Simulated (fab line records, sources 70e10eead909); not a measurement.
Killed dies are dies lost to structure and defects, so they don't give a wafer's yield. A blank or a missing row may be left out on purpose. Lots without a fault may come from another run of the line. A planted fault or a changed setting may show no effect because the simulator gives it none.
Chamber matching | flow nand_harc | NHARC_P_BONDPAD_ETCH_37 on rie_diel-02: 3 sister chambers
The step etches the open film in N2/H2, target depth 60 nm, overetch 18 nm, time 65.91 s. 14 wafers are shown with their chamber, then 4 later ones without.

WAFERS WITH THEIR CHAMBER
wafer  | chamber | showerhead_plenum_p_Torr (Torr) | drypump_motor_current_A (A) | rf_vpp_V (V)
L461.1 | 2       | 2.02                            | 5.1                         | 429.6
L461.3 | 0       | 2.11                            | 6.3                         | 431.7
L461.6 | 0       | 2.11                            | 6.3                         | 432.2
L462.1 | 3       | 1.95                            | 5.4                         | 426.8
L462.3 | 0       | 2.11                            | 6.4                         | 432.8
L462.5 | 0       | 2.11                            | 6.3                         | 432.1
L472.1 | 2       | 2.02                            | 5.0                         | 430.6
L472.3 | 3       | 1.94                            | 5.4                         | 428.4
L472.5 | 2       | 2.02                            | 5.1                         | 430.4
L473.1 | 0       | 2.11                            | 6.3                         | 433.0
L473.2 | 2       | 2.02                            | 5.1                         | 430.0
L473.6 | 3       | 1.94                            | 5.4                         | 427.8
L475.2 | 0       | 2.11                            | 6.4                         | 433.2
L475.3 | 3       | 1.94                            | 5.4                         | 427.7

SIGNATURES (means of the wafers above)
reading                  | chamber 0 | chamber 2 | chamber 3 | scatter within a chamber
showerhead_plenum_p_Torr | 2.1100    | 2.0200    | 1.9425    | 0.00261
drypump_motor_current_A  | 6.333     | 5.075     | 5.400     | 0.0435
rf_vpp_V                 | 432.500   | 430.150   | 427.675   | 0.573
Rule: a wafer's distance from a chamber is the root of the sum, over the readings, of the square of ((its reading less the chamber's mean) divided by the reading's scatter). The wafer belongs to the nearest chamber; if the next one is less than 2 further off, it can't be placed. The scatter: the root of (the sum of the squares of (reading less its chamber's mean) over the shown wafers, divided by (wafers less chambers)).

WAFERS WITHOUT THEIR CHAMBER
wafer  | showerhead_plenum_p_Torr (Torr) | drypump_motor_current_A (A) | rf_vpp_V (V)
L479.1 | 1.94                            | 5.4                         | 428.3
L479.2 | 2.11                            | 6.3                         | 431.6
L480.1 | 2.11                            | 6.3                         | 432.6
L480.2 | 2.02                            | 5.0                         | 430.0

WHICH CHAMBER EACH WENT THROUGH
wafer  | from the rows above | in truth
L479.1 | 3                   | 3
L479.2 | 0                   | 0
L480.1 | 0                   | 0
L480.2 | 2                   | 2
Placed correctly: 4 of 4. Can't be placed from these rows: 0. Placed wrongly: 0.
